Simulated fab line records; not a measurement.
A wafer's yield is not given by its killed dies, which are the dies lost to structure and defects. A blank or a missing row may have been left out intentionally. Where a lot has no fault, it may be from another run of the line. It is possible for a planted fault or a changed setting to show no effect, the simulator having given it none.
fab line records	flow n5_finfet
[record] lots = 13	wafers = 34	last_day = 18
route steps=1938 shown BEOL_M0@723 BEOL_M1@751 PASSIVATION@1936
lots untouched by any fault: they come from a run of this same line in which no faults occurred
start_h: hours from the record's opening day to when the first of the lot's shown wafers began	wait_h: hours elapsed since this lot's preceding step	" identical to the entry in the row above	L1.1+2: one row covering several wafers at once	- no value, or no start given	* or withheld: withheld	< > ~ a bound
route shown NAME@n: names a module that has steps shown in the file, with the first one's number in the route	usual: mean/standard deviation of fault-free wafers	same: alike in all rows	chamber/n: place in a boat	sites: per-site readings	_std_site: standard deviation across them	_edge_site: inner sites' mean taken away from outer sites' mean	radius_mm: for every site, how far away it sits from the centre of the wafer	mask NAME#n: copy n	behind: the tool/chamber that last shaped the wafer	hold: why the lot went on hold/how many hours it stayed there/how the hold came to an end	device: transistor that didn't switch, given as n, p or np	end of line: at the end of the route, the tests of the same wafers	for a step that has no rows: nothing shown but its recipe	killed: the dies lost at the first sort to structure and to defects; this is not the yield of the wafer	map: shows each die of a wafer: x if killed, . if not, _ if none is there
set.NAME: the setting that was run; set.NAME@STEP: the one run at that earlier step	model.NAME: the simulator's own value behind a step, which no gauge read
the route's steps for a sample of lots (tables are steps, rows are wafers)
services: when a tool's chamber went out of use (start_h, in hours from the record's first day, below 0 if earlier), for how many hours, and the reason
[[steps]]
[step N5_BEOL_M0_OCD_MEAS_108]
[usual] trench_depth_nm = 32.8/0.85
lot.wafer	tool	chamber	start_h	wait_h	trench_depth_nm
L976.3	ocd-01	-	154.94	0.1	31.9
L976.4	"	-	"	"	32.9
L976.5	"	-	"	"	34.2
L977.3	ocd-01	-	156.24	0.1	32.2
L977.4	"	-	"	"	31.0
L977.6	"	-	"	"	31.2
L978.1	ocd-02	-	156.57	0.1	31.9
L978.2	"	-	"	"	32.7
L978.5	"	-	"	"	30.9
L980.1	ocd-01	-	156.83	0.1	34.1
L980.4	"	-	"	"	34.7
L980.5	"	-	"	"	33.0
L979.1	ocd-02	-	157.07	0.1	32.1
L979.3	"	-	"	"	31.0
L979.6	"	-	"	"	32.7
L982.4	ocd-02	-	157.25	0.0	32.9
L982.5	"	-	"	"	33.4
L984.4	ocd-01	-	162.87	0.1	33.6
L984.5	"	-	"	"	33.8
L987.2	ocd-02	-	186.17	0.1	32.7
L987.5	"	-	"	"	33.4
L989.3	ocd-01	-	199.21	0.1	33.6
L989.4	"	-	"	"	31.8
L989.5	"	-	"	"	32.7
L994.2	ocd-01	-	230.17	0.1	31.8
L994.4	"	-	"	"	31.8
L994.6	"	-	"	"	32.4
L995.2	ocd-02	-	232.87	0.1	31.9
L995.6	"	-	"	"	31.4
L996.2	ocd-02	-	239.91	0.1	32.6
L996.4	"	-	"	"	32.3
L998.1	ocd-01	-	250.12	0.1	33.1
L998.3	"	-	"	"	33.2
L998.5	"	-	"	"	33.5
[step N5_BEOL_M0_SPUTTER_132]
[recipe] material = Cu	target_thk_a = 40	temp_c = -20	chamber_pressure_pa = 0.07	power_w = withheld	time_s = 7.37
[usual] chuck_gas_flow_sccm = 1.26/0.049	throttle_valve_pct = 30.3/1.3
[same] time_s = 7.37
lot.wafer	tool	chamber	start_h	wait_h	chuck_gas_flow_sccm	throttle_valve_pct
L976.3	pvd_sputter-03	-	155.85	0.0	1.28	33.8
L976.4	"	-	"	"	1.19	29.7
L976.5	"	-	"	"	1.25	27.3
L977.3	pvd_sputter-02	-	157.13	0.0	1.24	29.6
L977.4	"	-	"	"	1.25	30.6
L977.6	"	-	"	"	1.31	30.7
L978.1	pvd_sputter-01	-	157.48	0.0	1.24	31.0
L978.2	"	-	"	"	1.24	30.0
L978.5	"	-	"	"	1.16	31.3
L979.1	pvd_sputter-02	-	158.53	0.0	1.28	30.2
L979.3	"	-	"	"	1.30	31.1
L979.6	"	-	"	"	1.24	30.6
L982.4	pvd_sputter-02	-	159.04	0.0	1.21	31.1
L982.5	"	-	"	"	1.25	29.9
L980.1	pvd_sputter-01	-	162.33	4.3	1.24	29.8
L980.4	"	-	"	"	1.25	31.0
L980.5	"	-	"	"	1.22	30.7
L984.4	pvd_sputter-03	-	164.34	0.0	1.32	33.7
L984.5	"	-	"	"	1.29	33.4
L987.2	pvd_sputter-01	-	188.83	0.0	1.29	29.0
L987.5	"	-	"	"	1.21	31.2
L989.3	pvd_sputter-02	-	200.70	0.0	1.19	30.3
L989.4	"	-	"	"	1.27	29.6
L989.5	"	-	"	"	1.18	29.4
L994.2	pvd_sputter-02	-	232.33	0.0	1.23	30.2
L994.4	"	-	"	"	1.26	29.5
L994.6	"	-	"	"	1.24	31.1
L995.2	pvd_sputter-02	-	235.39	0.0	1.31	31.2
L995.6	"	-	"	"	1.24	30.0
L996.2	pvd_sputter-03	-	241.47	0.0	1.19	30.0
L996.4	"	-	"	"	1.27	27.3
L998.1	pvd_sputter-01	-	252.05	0.0	1.23	29.8
L998.3	"	-	"	"	1.31	30.5
L998.5	"	-	"	"	1.20	29.5
[step N5_BEOL_M0_ANNEAL_133]
[recipe] temp_c = 400	time_s = 60	ambient = vacuum
[usual] heater_power_w = 828/83
[same] time_s = 60
lot.wafer	tool	chamber	start_h	wait_h	heater_power_w
L976.3	pvd_sputter-03	-	155.93	0.0	920
L976.4	"	-	"	"	955
L976.5	"	-	"	"	851
L977.3	pvd_sputter-02	-	157.21	0.0	831
L977.4	"	-	"	"	809
L977.6	"	-	"	"	797
L978.1	pvd_sputter-01	-	157.56	0.0	965
L978.2	"	-	"	"	775
L978.5	"	-	"	"	972
L979.1	pvd_sputter-02	-	158.61	0.0	853
L979.3	"	-	"	"	767
L979.6	"	-	"	"	801
L982.4	pvd_sputter-02	-	159.12	0.0	761
L982.5	"	-	"	"	829
L980.1	pvd_sputter-01	-	162.41	0.0	770
L980.4	"	-	"	"	965
L980.5	"	-	"	"	656
L984.4	pvd_sputter-03	-	164.42	0.0	916
L984.5	"	-	"	"	935
L987.2	pvd_sputter-01	-	188.91	0.0	785
L987.5	"	-	"	"	955
L989.3	pvd_sputter-02	-	200.78	0.0	814
L989.4	"	-	"	"	820
L989.5	"	-	"	"	828
L994.2	pvd_sputter-02	-	232.41	0.0	851
L994.4	"	-	"	"	808
L994.6	"	-	"	"	755
L995.2	pvd_sputter-02	-	235.47	0.0	780
L995.6	"	-	"	"	868
L996.2	pvd_sputter-03	-	241.55	0.0	807
L996.4	"	-	"	"	849
L998.1	pvd_sputter-01	-	252.13	0.0	778
L998.3	"	-	"	"	656
L998.5	"	-	"	"	789
[step N5_BEOL_M1_ILD_DEP_00]
[recipe] material = SiOC	target_thk_a = 790	temp_c = 350	precursor = DEMS/O2	pressure_torr = 5	rf_w = 500	time_s = 15.3
[usual] chamber_pressure_Torr = 5.000/0.012	heater_power_w = 452/55	showerhead_plenum_p_Torr = 5.692/0.015	throttle_valve_pct = 11.9/0.44
lot.wafer	tool	chamber	start_h	wait_h	chamber_pressure_Torr	heater_power_w	showerhead_plenum_p_Torr	since_wet_clean_h	throttle_valve_pct
L976.3	pecvd-03	2	157.20	0.0	5.003	352	5.714	470	11.0
L976.4	"	2	"	"	5.003	359	5.706	-	11.3
L976.5	"	1	"	"	4.995	529	5.703	-	12.5
L977.3	pecvd-02	2	158.64	0.0	5.004	432	5.703	290	11.3
L977.4	"	1	"	"	5.022	464	5.692	-	12.2
L977.6	"	0	"	"	4.976	427	5.709	-	11.8
L978.1	pecvd-02	1	158.83	0.0	5.017	479	5.680	1769	12.1
L978.2	"	0	"	"	5.000	406	5.690	1044	11.9
L978.5	"	0	"	"	5.012	402	5.705	-	11.8
L979.1	pecvd-03	1	159.88	0.0	5.004	534	5.693	1951	12.6
L979.3	"	2	"	"	5.000	419	5.710	472	11.1
L979.6	"	2	"	"	5.003	414	5.703	-	11.2
L982.4	pecvd-01	1	160.52	0.1	4.983	441	5.696	-	12.8
L982.5	"	0	"	"	5.002	426	5.666	-	12.1
L980.1	pecvd-02	1	163.89	0.0	4.997	519	5.697	1774	12.0
L980.4	"	2	"	"	5.008	394	5.710	-	11.5
L980.5	"	0	"	"	4.988	442	5.697	-	12.0
L984.4	pecvd-03	0	166.35	0.1	5.020	465	5.695	-	11.9
L984.5	"	1	"	"	5.013	498	5.681	-	12.4
L987.2	pecvd-02	2	190.18	0.0	4.988	390	5.700	321	11.1
L987.5	"	2	"	"	4.994	383	5.694	-	11.5
L989.3	pecvd-01	0	203.16	0.1	5.006	430	5.669	-	12.0
L989.4	"	1	"	"	4.989	451	5.683	-	12.6
L989.5	"	0	"	"	4.998	428	5.662	-	11.7
L994.2	pecvd-03	2	235.05	0.0	4.999	407	5.717	547	11.3
L994.4	"	0	"	"	4.995	464	5.679	-	11.7
L994.6	"	2	"	"	5.006	400	5.722	-	11.4
L995.2	pecvd-01	1	237.31	0.0	5.007	439	5.686	1485	12.5
L995.6	"	0	"	"	5.002	407	5.670	-	11.9
L996.2	pecvd-01	1	242.98	0.0	4.991	411	5.685	1491	12.3
L996.4	"	0	"	"	4.983	404	5.651	-	12.0
L998.1	pecvd-01	0	253.65	0.0	4.999	458	5.670	776	11.8
L998.3	"	2	"	"	5.011	434	5.689	22	11.5
L998.5	"	1	"	"	5.012	379	5.692	-	12.6
[step N5_BEOL_M1_THK_MEAS_01]
[recipe] reads = SiOC_of_BEOL_M1_ILD_DEP_00
[usual] M1_ILD_THK = 79.4/1.2
lot.wafer	tool	chamber	start_h	wait_h	M1_ILD_THK[nm]
L976.3	film_metro-02	-	157.27	0.1	77.8
L976.4	"	-	"	"	79.0
L976.5	"	-	"	"	78.7
L977.3	film_metro-02	-	158.71	0.1	79.5
L977.4	"	-	"	"	80.2
L977.6	"	-	"	"	79.1
L978.1	film_metro-02	-	158.90	0.0	79.5
L978.2	"	-	"	"	78.6
L978.5	"	-	"	"	79.8
L979.1	film_metro-01	-	159.95	0.0	76.9
L979.3	"	-	"	"	77.2
L979.6	"	-	"	"	78.1
L982.4	film_metro-02	-	160.58	0.0	80.2
L982.5	"	-	"	"	80.4
L980.1	film_metro-01	-	163.96	0.0	79.6
L980.4	"	-	"	"	82.4
L980.5	"	-	"	"	81.3
L984.4	film_metro-02	-	166.40	0.0	79.8
L984.5	"	-	"	"	79.2
L987.2	film_metro-01	-	190.25	0.1	56.8
L987.5	"	-	"	"	57.4
L989.3	film_metro-02	-	203.23	0.1	80.0
L989.4	"	-	"	"	78.5
L989.5	"	-	"	"	79.7
L994.2	film_metro-02	-	235.11	0.1	77.3
L994.4	"	-	"	"	79.2
L994.6	"	-	"	"	78.9
L995.2	film_metro-02	-	237.37	0.1	79.3
L995.6	"	-	"	"	80.0
L996.2	film_metro-01	-	243.05	0.1	78.8
L996.4	"	-	"	"	80.6
L998.1	film_metro-01	-	253.72	0.0	79.7
L998.3	"	-	"	"	78.5
L998.5	"	-	"	"	79.8
[step N5_PASSIVATION_PROBE_49]
[usual] defect_limited_yield = 91.2/1.6	killed_at_M0_to_M3 = 35/11	killed_at_M4_up = 14/5.4	killed_at_contacts = 13/6	killed_at_front_end = 38/11	killed_at_other = 3.4/2.6	killed_dies = 104/19	killed_open = 68/13	killed_short = 34/8.5	sort_bin_5_function = 5.1/1	sort_bin_6_memory = 3.3/0.72	sort_bin_8_speed = 0.1/0.9	sort_n_pass = 1075/22
[same] gross_dies = 1180	killed_at_back_side = 0	sort_bin_4_leakage[%] = 0
lot.wafer	tool	chamber	start_h	wait_h	defect_limited_yield[%]	killed_at_M0_to_M3	killed_at_M4_up	killed_at_contacts	killed_at_front_end	killed_at_other	killed_dies	killed_open	killed_short	sort_bin_5_function[%]	sort_bin_6_memory[%]	sort_bin_8_speed[%]	sort_n_pass
L978.1	prober-01	-	319.38	0.0	91.0	35	24	14	31	2	106	63	42	5.8	3.0	8.8	970
L978.2	prober-01	-	319.43	0.1	90.8	43	17	19	27	3	109	68	37	6.0	2.8	0	1071
L978.5	prober-01	-	319.58	0.2	91.8	27	13	17	39	1	97	65	31	4.2	3.9	0	1083
L977.3	prober-02	-	320.37	0.3	91.4	39	13	10	34	5	101	67	32	5.5	3.0	0	1079
L977.4	prober-02	-	320.42	0.3	93.7	29	19	6	19	1	74	48	26	3.6	2.5	0	1106
L977.6	prober-02	-	320.52	0.4	93.6	34	9	4	24	5	76	54	22	3.8	2.5	0	1104
L984.4	prober-01	-	331.64	0.2	92.5	25	13	11	36	3	88	60	26	4.0	3.1	0	1092
L984.5	prober-01	-	331.69	0.2	91.1	39	9	17	36	4	105	63	41	5.8	2.7	0	1075
L979.1	prober-02	-	332.81	0.0	91.8	33	8	17	35	4	97	67	29	5.7	2.1	0	1083
L979.3	prober-02	-	332.91	0.1	91.2	40	9	16	36	3	104	65	35	5.0	2.9	0	1076
L979.6	prober-02	-	333.06	0.3	90.3	46	16	20	32	1	115	73	35	5.6	3.5	0	1065
L982.4	prober-02	-	346.54	0.2	91.6	19	22	17	36	5	99	58	36	4.5	3.1	0	1081
L982.5	prober-02	-	346.59	0.2	90.3	36	28	4	43	4	115	69	44	5.4	4.0	5.8	996
L987.2	prober-01	-	367.17	0.1	55.6	458	15	12	37	2	524	61	41	5.7	2.5	35.3	656
L989.3	prober-01	-	395.66	0.1	90.5	44	6	20	36	6	112	75	34	5.3	3.9	0	1068
L989.4	prober-01	-	395.71	0.2	93.1	30	12	17	21	1	81	51	27	4.0	2.6	0	1099
L989.5	prober-01	-	395.76	0.2	91.3	44	15	9	29	6	103	68	31	5.4	2.7	0	1077
// killed by level:class
L978.1 BEOL_M5:geometric_particle:open=11 MOL_CONTACT_COAG:geometric_particle:open=10 STI_FIN_REVEAL:geometric_particle:open=7 BEOL_M0_SAQP:geometric_particle:short=7 BEOL_M0_SAQP:geometric_particle:open=7 BEOL_M3:geometric_particle:open=7 STARTING-WAFER:geometric_particle:short=6 BEOL_M3:geometric_particle:short=5
L978.2 MOL_CONTACT_COAG:geometric_particle:open=13 BEOL_M3:geometric_particle:open=12 BEOL_M0_SAQP:geometric_particle:open=8 BEOL_M0_SAQP:geometric_particle:short=7 BEOL_M2:geometric_particle:open=7 FIN_SAQP:geometric_particle:short=6 FIN_SAQP:geometric_particle:open=6 GATE_CUT:geometric_particle:short=6
L978.5 STI_FIN_REVEAL:geometric_particle:open=12 MOL_CONTACT_COAG:geometric_particle:open=12 BEOL_M1:geometric_particle:open=10 FIN_SAQP:geometric_particle:short=5 MOL_CONTACT_COAG:geometric_particle:short=5 BEOL_M0_SAQP:geometric_particle:short=4 BEOL_M1:geometric_particle:short=4 STARTING-WAFER:geometric_particle:open=4
L977.3 FIN_SAQP:geometric_particle:open=9 MOL_CONTACT_COAG:geometric_particle:open=9 BEOL_M3:geometric_particle:open=8 BEOL_M0_SAQP:geometric_particle:short=7 BEOL_M0_SAQP:geometric_particle:open=6 BEOL_M2:geometric_particle:open=6 BEOL_M1:geometric_particle:open=5 BEOL_M3:geometric_particle:short=5
L977.4 BEOL_M0_SAQP:geometric_particle:short=9 BEOL_M4:geometric_particle:open=8 BEOL_M1:geometric_particle:open=7 STI_FIN_REVEAL:geometric_particle:open=6 GATE_CUT:geometric_particle:short=4 MOL_CONTACT_COAG:geometric_particle:open=4 BEOL_M0_SAQP:geometric_particle:open=4 BEOL_M5:geometric_particle:open=4
L977.6 BEOL_M1:geometric_particle:open=10 BEOL_M3:geometric_particle:open=7 STARTING-WAFER:geometric_particle:short=6 FIN_SAQP:geometric_particle:open=5 BEOL_M0_SAQP:geometric_particle:open=5 DUMMY_GATE:geometric_particle:open=4 MOL_CONTACT_COAG:geometric_particle:open=4 BEOL_M0_SAQP:geometric_particle:short=4
L984.4 FIN_SAQP:geometric_particle:open=11 MOL_CONTACT_COAG:geometric_particle:open=10 BEOL_M3:geometric_particle:open=7 BEOL_M2:geometric_particle:open=6 FIN_SAQP:geometric_particle:short=4 BEOL_M1:geometric_particle:open=4 BEOL_M3:geometric_particle:short=4 STI_FIN_REVEAL:geometric_particle:open=3
L984.5 MOL_CONTACT_COAG:geometric_particle:open=15 BEOL_M2:geometric_particle:open=9 BEOL_M3:geometric_particle:short=8 BEOL_M3:geometric_particle:open=7 FIN_SAQP:geometric_particle:open=5 GATE_CUT:geometric_particle:short=5 BEOL_M2:geometric_particle:short=5 FIN_SAQP:geometric_particle:short=4
L979.1 BEOL_M0_SAQP:geometric_particle:open=13 MOL_CONTACT_COAG:geometric_particle:open=9 DUMMY_GATE:geometric_particle:open=8 MOL_CONTACT_COAG:geometric_particle:short=8 FIN_SAQP:geometric_particle:open=6 STARTING-WAFER:geometric_particle:open=6 BEOL_M1:geometric_particle:open=6 BEOL_M0_SAQP:geometric_particle:short=5
L979.3 STI_FIN_REVEAL:geometric_particle:open=11 MOL_CONTACT_COAG:geometric_particle:open=10 BEOL_M1:geometric_particle:open=10 BEOL_M2:geometric_particle:open=9 BEOL_M1:geometric_particle:short=7 MOL_CONTACT_COAG:geometric_particle:short=6 FIN_SAQP:geometric_particle:short=5 GATE_CUT:geometric_particle:short=5
L979.6 MOL_CONTACT_COAG:geometric_particle:open=16 BEOL_M0_SAQP:geometric_particle:short=11 BEOL_M2:geometric_particle:open=11 BEOL_M1:geometric_particle:open=8 BEOL_M4:geometric_particle:open=8 FIN_SAQP:geometric_particle:short=5 STI_FIN_REVEAL:geometric_particle:open=5 BEOL_M3:geometric_particle:open=5
L982.4 BEOL_M4:geometric_particle:open=10 MOL_CONTACT_COAG:geometric_particle:open=10 FIN_SAQP:geometric_particle:short=8 MOL_CONTACT_COAG:geometric_particle:short=7 FIN_SAQP:geometric_particle:open=6 BEOL_M1:geometric_particle:open=6 HKMG_FIN:area_etch=5 BEOL_M0:geometric_particle:open=4
L982.5 BEOL_M4:geometric_particle:open=15 FIN_SAQP:geometric_particle:open=13 FIN_SAQP:geometric_particle:short=10 BEOL_M0:geometric_particle:open=8 BEOL_M4:geometric_particle:short=8 BEOL_M1:geometric_particle:open=7 BEOL_M0_SAQP:geometric_particle:short=6 BEOL_M0_SAQP:geometric_particle:open=5
L987.2 BEOL_M1:area_ecd=416 FIN_SAQP:geometric_particle:open=9 BEOL_M0_SAQP:geometric_particle:short=9 GATE_CUT:geometric_particle:short=8 MOL_CONTACT_COAG:geometric_particle:open=7 STI_FIN_REVEAL:geometric_particle:open=6 BEOL_M1:geometric_particle:open=6 BEOL_M2:geometric_particle:open=6
L989.3 MOL_CONTACT_COAG:geometric_particle:open=19 BEOL_M2:geometric_particle:open=9 STI_FIN_REVEAL:geometric_particle:open=8 BEOL_M0_SAQP:geometric_particle:open=8 BEOL_M1:geometric_particle:open=6 BEOL_M2:geometric_particle:short=6 FIN_SAQP:geometric_particle:short=5 ILD0:geometric_particle:short=5
L989.4 MOL_CONTACT_COAG:geometric_particle:open=14 BEOL_M2:geometric_particle:open=7 BEOL_M3:geometric_particle:open=7 BEOL_M0_SAQP:geometric_particle:short=6 FIN_SAQP:geometric_particle:short=5 BEOL_M0_SAQP:geometric_particle:open=5 DUMMY_GATE:geometric_particle:open=4 BEOL_M7:geometric_particle:open=4
L989.5 STI_FIN_REVEAL:geometric_particle:open=9 BEOL_M0_SAQP:geometric_particle:short=9 BEOL_M0_SAQP:geometric_particle:open=9 MOL_CONTACT_COAG:geometric_particle:open=7 BEOL_M3:geometric_particle:open=6 DUMMY_GATE:geometric_particle:open=5 BEOL_M1:geometric_particle:open=5 BEOL_M2:geometric_particle:open=5
[[services]]
tool	chamber	start_h	hours	kind
pecvd-03	-	143.45	0.3	repair
pecvd-03	-	154.35	1.2	repair
pvd_sputter-02	-	159.51	2.8	repair
pecvd-01	-	164.59	14.6	pm
pecvd-01	2	202.43	-	clean
pecvd-01	2	202.43	-	consumable_replace:showerhead
pecvd-01	2	202.43	29.0	scheduled_down
pecvd-01	2	202.43	29.0	vent_cycle
pecvd-03	-	203.07	0.6	repair
pvd_sputter-02	-	207.13	4.6	repair
pecvd-02	-	213.43	0.8	repair
pecvd-01	1	232.63	-	calibration
pvd_sputter-03	-	239.40	1.2	repair
pecvd-03	2	241.42	8.2	repair
[[key]]
[first_sign] step = N5_BEOL_M1_THK_MEAS_01	reading = M1_ILD_THK	direction = down	sigmas = 19	usual = 79.4	struck = 57.1
[effect] step = N5_PASSIVATION_PROBE_49	reading = killed_at_M0_to_M3	direction = up	sigmas = 40	usual = 35	struck = 458
[more_kills_born_at] N5_BEOL_M1_ECD_50@ecd_cu-01 = 416
met_at N5_BEOL_M1_ILD_DEP_00
struck_lots L987
struck_wafers L987.2,L987.5
rows_end L987.5
not_acting_at N5_BEOL_M0_OCD_MEAS_108,N5_BEOL_M0_SPUTTER_132,N5_BEOL_M0_ANNEAL_133
onset_between 163.89 190.18
[fault] kind = process_parameter_drift	tool = pecvd-02	chamber = 2	onset_h = 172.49	steps = N5_BEOL_M1_ILD_DEP_00	channel = time_s	offset = *	shape = step	acts_in = *	stated = *
// rows_end: these wafers met a further fault down the route, and their rows from its step on are left out
